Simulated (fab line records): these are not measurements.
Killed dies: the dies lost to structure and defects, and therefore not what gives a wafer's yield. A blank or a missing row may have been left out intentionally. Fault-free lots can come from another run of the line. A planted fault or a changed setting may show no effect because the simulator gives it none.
A struck lot beside a sound one -- flow n5_finfet -- 37 out of 1938 route steps
Sound: these wafers, L105.2, L105.5, L105.6. Struck: wafer L121.4. (L121.3, L121.6 of the same lot were not struck and are left out.) The cause comes at the end.
Order at every step that has rows: each side's tool, ch and its chambers, its first start. Under that, the readings that differ: sound wafers -- struck wafers -- difference of the means -- sigmas: that difference in standard deviations of wafers without a fault.
alike: readings whose means differ by less than 2 such deviations, and words and numbers that are the same on both sides. not compared: withheld readings, readings that some wafer has no value for, bounds like >300 that may hide the same value, and numbers for which the record gives no deviation and whose values overlap.
A row with sigmas, a row that says differs or no value, or rows on one side alone: a step with any of these is where the two part. When numbers do not overlap yet have no deviation, they are printed without sigmas and do not part them. A reading missing from all wafers of one side parts the sides only when that side holds two or more wafers.

first, 9 steps without rows for these wafers: N5_BEOL_M6_ALD_77 (deposits TaN, target thk 2 nm, pulse time 2 s, purge time 3 s); N5_BEOL_M6_SURFACE_TREAT_79; N5_BEOL_M6_CVD_78 (deposits Co from CCTBA/H2, target thk 2 nm, time 142.3 s); N5_BEOL_M6_SPUTTER_48 (material Cu, target thk 10 nm, time 1.667 s); N5_BEOL_M6_ECD_50 (material Cu, target thk 300 nm); N5_BEOL_M6_ANNEAL_51 (time 90 s); N5_BEOL_M6_CMP_52 (polishes, stops on SiCOH lowk, t overpolish 6.9 s, target thk 80 nm); N5_BEOL_M6_PRE_CLEAN_55 (time 15 s); N5_BEOL_M6_DEP_56 (deposits SiCN from 3MS/NH3, target thk 10 nm, time 17.5 s).
N5_BEOL_M7_ILD_DEP_00: deposits SiCOH lowk from DEMS/porogen, target thk 179.75 nm, time 33.4 s.
  sound on pecvd-04 ch 1,2, day 10 12:40; struck on pecvd-02 ch 1, day 14 17:28
reading,sound,struck,difference,sigmas
model.SiCOH_lowk_of_BEOL_M7_ILD_DEP_00.thk_nm (nm),179.6 183.4 181.8,173.2,-8.4,
  alike: heater_power_outer_w, heater_power_w, showerhead_plenum_p_Torr, showerhead_vpp_V, throttle_valve_pct
then, 1 step without rows for these wafers: N5_BEOL_M7_CURE_74 (cures SiCOH lowk, time 240 s).
N5_BEOL_M7_THK_MEAS_01:
  sound: film_metro-02 at day 10 13:16; struck: film_metro-02 at day 14 18:40
reading,sound,struck,difference,sigmas
M7_ILD_THK (nm),154.9 158.1 156.7,149.3,-7.3,-4
then, 23 steps without rows for these wafers: N5_BEOL_M7_PECVD_70 (deposits SiO2 from TEOS/O2, target thk 20 nm, time 22.7 s); N5_BEOL_M7_HM_DEP_02 (deposits TiN, target thk 20 nm); N5_BEOL_M7_COAT_59 (time 60 s, resist thk 100 nm); N5_BEOL_M7_COAT_60 (time 60 s, resist thk 35 nm); N5_BEOL_M7_COAT_05 (resist thk 90 nm); N5_BEOL_M7_EBR_07; N5_BEOL_M7_SOFTBAKE_06 (time 60 s); N5_BEOL_M7_EXPOSE_08 (exposes mask M7); N5_BEOL_M7_PEB_09 (peb time 60 s); N5_BEOL_M7_DEVELOP_10 (develop time 30 s); N5_BEOL_M7_DESCUM_16 (chemistry O2, time 7.9 s); N5_BEOL_M7_ETCH_61 (etches SiARC in CF4, target depth 45.5 nm, time 75.8 s); N5_BEOL_M7_ETCH_62 (etches SOC in N2/H2, target depth 110 nm, overetch 22 nm, time 165 s); N5_BEOL_M7_STRIP_68 (strips in N2/H2); N5_BEOL_M7_STRIP_67 (strips in CF4); N5_BEOL_M7_HM_OPEN_17 (chemistry Cl2/BCl3, target TiN, target depth 20 nm, overetch 6 nm); N5_BEOL_M7_STRIP_19 (strips in O2); N5_BEOL_M7_COAT_63 (time 60 s, resist thk 60 nm); N5_BEOL_M7_COAT_64 (time 60 s, resist thk 12 nm); N5_BEOL_M7_COAT_71 (time 60 s, resist thk 5 nm); N5_BEOL_M7_COAT_22 (resist thk 30 nm); N5_BEOL_M7_EBR_24; N5_BEOL_M7_SOFTBAKE_23 (time 60 s).
N5_BEOL_M7_CMP_52: polishes, stops on SiCOH lowk, t overpolish 6.9 s, target thk 80 nm.
  sound on cmp-02 ch 1,2, day 10 22:04; struck on cmp-01 ch 2, day 15 02:10
reading,sound,struck,difference,sigmas
barrier_field_endpoint_s (s),29.9 29.7 30.4,28.6,-1.4,-2
model.SiCOH_lowk_of_BEOL_M7_ILD_DEP_00.thk_nm (nm),151.8 155.2 153.8,146.4,-7.2,
  alike: clearing_platen_down_force_psi, motor_current_A, overpolish_run_s, slurry_filter_dp_kPa, slurry_flow_ml_min, time_to_endpoint_s
-- the record jumps here: 3 days lie between the struck wafers' starts before and after (it left off in module BEOL_M7 and takes up again in module PASSIVATION, whose first step shown is number 1936 of the route) --
N5_PASSIVATION_PROBE_49:
  sound: prober-01 at day 14 07:05; struck: prober-01 at day 17 23:11
  alike: defect_limited_yield, killed_at_M0_to_M3, killed_at_M4_up, killed_at_contacts, killed_at_front_end, killed_at_other, killed_dies, killed_on_rim, killed_open, killed_short, sort_bin_5_function, sort_bin_6_memory, sort_n_pass, sort_yield_pct

WHERE THEY PART
At N5_BEOL_M7_THK_MEAS_01 first; at N5_BEOL_M7_CMP_52 last (within this record only). Later steps at which nothing parts them and some readings are alike: N5_PASSIVATION_PROBE_49.

WHY: what the simulator had put in
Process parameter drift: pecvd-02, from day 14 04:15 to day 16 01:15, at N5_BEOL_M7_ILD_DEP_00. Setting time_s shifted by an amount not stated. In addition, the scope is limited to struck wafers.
